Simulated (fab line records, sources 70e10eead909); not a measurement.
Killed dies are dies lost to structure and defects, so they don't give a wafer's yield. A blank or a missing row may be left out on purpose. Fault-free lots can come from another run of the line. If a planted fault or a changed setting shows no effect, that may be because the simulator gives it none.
Comparing a struck lot with a sound one | flow nandHarc | 13 steps out of a route of 1159
Sound: these wafers, L329.1, L329.2, L329.3. The struck wafers were L338.3, L338.4, L338.6. At the end, the cause is stated.
Each step with rows lists, per side, the tool, then ch with its chambers, then its first start. Under that, the readings that differ: sound wafers | struck wafers | difference of the means | sigmas: that difference in standard deviations of wafers without a fault.
alike: words and numbers the same on both sides, and readings whose means are apart by under 2 such deviations; not compared: readings that were withheld, readings missing a value for some wafer, numbers with overlapping values and no deviation given by the record, and bounds like >300 which may hide the same value.
The two part at a step that has a row with sigmas, a row that says differs or no value, or rows on one side only. When numbers do not overlap yet have no deviation, they are printed without sigmas and do not part them. A reading missing from all wafers of one side parts the sides only when that side holds two or more wafers.

NHARC_P_CONTACT_CMP_24: polishes, t overpolish 30 s, target thk 200 nm.
  sound on cmp-04 ch 0,1,2, day 5 18:52; struck on cmp-04 ch 1,3, day 8 00:46
  alike: motorCurrentA, overpolishRunS, slurryFlowMlMin, timeToEndpointS
then, 1 step without rows for these wafers: NHARC_P_CONTACT_SRD_26.
NHARC_P_CONTACT_INSPECT_27:
  sound: defectInspect-02 at day 5 19:16; struck: defectInspect-02 at day 8 01:11
  alike: rawDefectCount
then, 8 steps without rows for these wafers: NHARC_P_M0_DEP_00 (deposits SiOC, target thk 150 nm); NHARC_P_M0_DEHYDRATE_01 (time 120 s); NHARC_P_M0_HMDS_02 (time 30 s); NHARC_P_M0_COAT_33 (time 65 s); NHARC_P_M0_COAT_03 (resist thk 90 nm); NHARC_P_M0_SOFTBAKE_04 (time 55 s); NHARC_P_M0_EBR_05; NHARC_P_M0_EXPOSE_06 (exposes mask P M0, target cd 90 nm).
NHARC_P_M0_PEB_07: peb time 65 s.
  sound on lithoTrack-01 ch 0, day 5 20:05; struck on lithoTrack-06 ch 0, day 8 01:53
reading               | sound               | struck            | difference | sigmas
heaterPowerTotalW (W) | 157.0 156.8 156.0   | 147.9 148.9 148.9 | -8.0       | -19
plateTempC (C)        | 100.03 99.97 100.08 | 96.21 96.22 96.09 | -3.85      | -28
then, 1 step without rows for these wafers: NHARC_P_M0_DEVELOP_08 (develop time 35 s).

== WHERE THEY PART ==
Within this record, at NHARC_P_M0_PEB_07 only.

WHY: whatever the simulator had introduced
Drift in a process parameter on lithoTrack-06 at NHARC_P_M0_PEB_07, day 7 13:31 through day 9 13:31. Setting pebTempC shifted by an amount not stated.
